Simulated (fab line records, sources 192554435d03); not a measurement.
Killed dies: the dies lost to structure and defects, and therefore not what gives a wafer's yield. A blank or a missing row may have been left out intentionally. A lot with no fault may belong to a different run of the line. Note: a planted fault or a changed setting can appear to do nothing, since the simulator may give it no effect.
3 desks looking at one fault :: flow n5-finfet :: what lay behind the numbers comes last; until then each desk has only its own

## THE TOOL OWNER'S DESK: rie-diel-04
The tool's own readings at N5_GATE_CUT_ETCH_37 (etches SOC in N2/H2, target depth 60 nm, overetch 12 nm, time 90 s): means of the sampled wafers that have a number, for each lot that ran on this tool. A lot is out of limits, marked OUT, if its mean lies more than 4 standard deviations from the usual mean; the brackets give that distance.
Columns: A = bias-w at N5_GATE_CUT_ETCH_37, usual 150.1 W; B = drypump-motor-current-A at N5_GATE_CUT_ETCH_37, usual 5.6 A; C = oes-product-au at N5_GATE_CUT_ETCH_37, usual 0.68 a.u.; D = rf-fwd-power-W at N5_GATE_CUT_ETCH_37, usual 833.8 W; E = rf-vpp-V at N5_GATE_CUT_ETCH_37, usual 523.7 V; F = showerhead-plenum-p-Torr at N5_GATE_CUT_ETCH_37, usual 2.54 Torr; G = throttle-valve-pct at N5_GATE_CUT_ETCH_37, usual 17.91 %
lot: L537
first seen here: day 5 08:51
A: 149.8
B: 5.6
C: 0.64
D: 835.0
E: 523.0
F: 2.49
G: 18.10

lot: L543
first seen here: day 6 12:12
A: 150.0
B: 5.5
C: 0.63
D: 833.7
E: 524.0
F: 2.52
G: 17.88

lot: L548
first seen here: day 7 20:58
A: 101.0 (-99 or more) OUT
B: 5.5
C: 0.63
D: 831.3
E: 406.0 (-49) OUT
F: 2.52
G: 17.95

lot: L551
first seen here: day 8 18:05
A: 101.3 (-99 or more) OUT
B: 5.5
C: 0.71
D: 832.1
E: 406.9 (-49) OUT
F: 2.52
G: 17.74
Finding of this desk: L548, L551 out of limits; the first was L548 at day 7 20:58, on bias-w at N5_GATE_CUT_ETCH_37. In limits: L537, L543.

## THE DEFECT DESK
Per lot, the means of the sampled wafers with a number show what the inspections along the route counted. A lot is out of limits, marked OUT, if its mean lies more than 4 standard deviations from the usual mean; the brackets give that distance.
Columns: A = raw-defect-count at N5_GATE_CUT_INSPECT_15, usual 135
lot: L537
first seen here: day 5 08:31
A: 121

lot: L543
first seen here: day 6 12:05
A: 123

lot: L548
first seen here: day 7 20:51
A: 132

lot: L551
first seen here: day 8 17:56
A: 126

lot: L553
first seen here: day 9 05:02
A: 153

lot: L557
first seen here: day 10 01:50
A: 93

lot: L558
first seen here: day 10 04:25
A: 117
Result from this desk: across the 7 lots, nothing is out of limits.

## METROLOGY DESK
What the gauges read, lot by lot, whatever tool the lot ran on: means of the sampled wafers that have a number. A lot is out of limits, marked OUT, if its mean lies more than 4 standard deviations from the usual mean; the brackets give that distance. Of its 11 readings 7 are shown: those that lie furthest out on some lot.
Columns: A = DIBL_N at N5_BEOL_M4_RC_MEAS_101, usual 35.9 mV/V; B = DIBL_P at N5_BEOL_M4_RC_MEAS_101, usual 35.6 mV/V; C = IOFF_N at N5_BEOL_M4_RC_MEAS_101, usual 0.149 nA/um; D = IOFF_P at N5_BEOL_M4_RC_MEAS_101, usual 0.20 nA/um; E = ION_N at N5_BEOL_M4_RC_MEAS_101, usual 671 uA/um; F = ION_P at N5_BEOL_M4_RC_MEAS_101, usual 460 uA/um; G = VT_P at N5_BEOL_M4_RC_MEAS_101, usual -251 mV
lot: L537
first seen here: day 5 08:28
A: 34.8
B: 37.0
C: 0.149
D: 0.19
E: 672
F: 457
G: -255

lot: L543
first seen here: day 6 12:02
A: 36.2
B: 38.5
C: 0.165
D: 0.23
E: 687
F: 475
G: -247

lot: L548
first seen here: day 7 20:49
A: 34.8
B: 33.2
C: 0.128
D: 0.19
E: 665
F: 460
G: -250

lot: L551
first seen here: day 8 17:52
A: 36.5
B: 34.7
C: 0.133
D: 0.18
E: 666
F: 457
G: -253

lot: L553
first seen here: day 9 04:58
A: 35.5
B: 35.0
C: 0.125
D: 0.17
E: 669
F: 458
G: -255

lot: L557
first seen here: day 10 01:46
A: 38.2
B: 37.2
C: 0.190
D: 0.25
E: 687
F: 470
G: -247

lot: L558
first seen here: day 10 04:21
A: 35.1
B: 34.4
C: 0.141
D: 0.18
E: 675
F: 459
G: -251
Result from this desk: across the 7 lots, nothing is out of limits.

## BROUGHT TOGETHER
An alarm could have come from the tool owner's desk at day 7 20:58, on L548, L551.
No out-of-limits result turned up at the defect desk.
Metrology desk: nothing out of limits seen.
The defect desk has L548, L551 on record, within its limits.
The metrology desk holds a record of L548, L551, inside its limits.
On rie-diel-04, each named lot ran N5_GATE_CUT_ETCH_37.

## WHAT THE SIMULATOR PUT IN
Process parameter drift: rie-diel-04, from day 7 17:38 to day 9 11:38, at N5_GATE_CUT_ETCH_37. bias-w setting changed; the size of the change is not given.
Shown lots that were struck: L548, L551.
Time in hours from fault onset to the first out-of-limits reading at each desk: the tool owner's desk, 3.
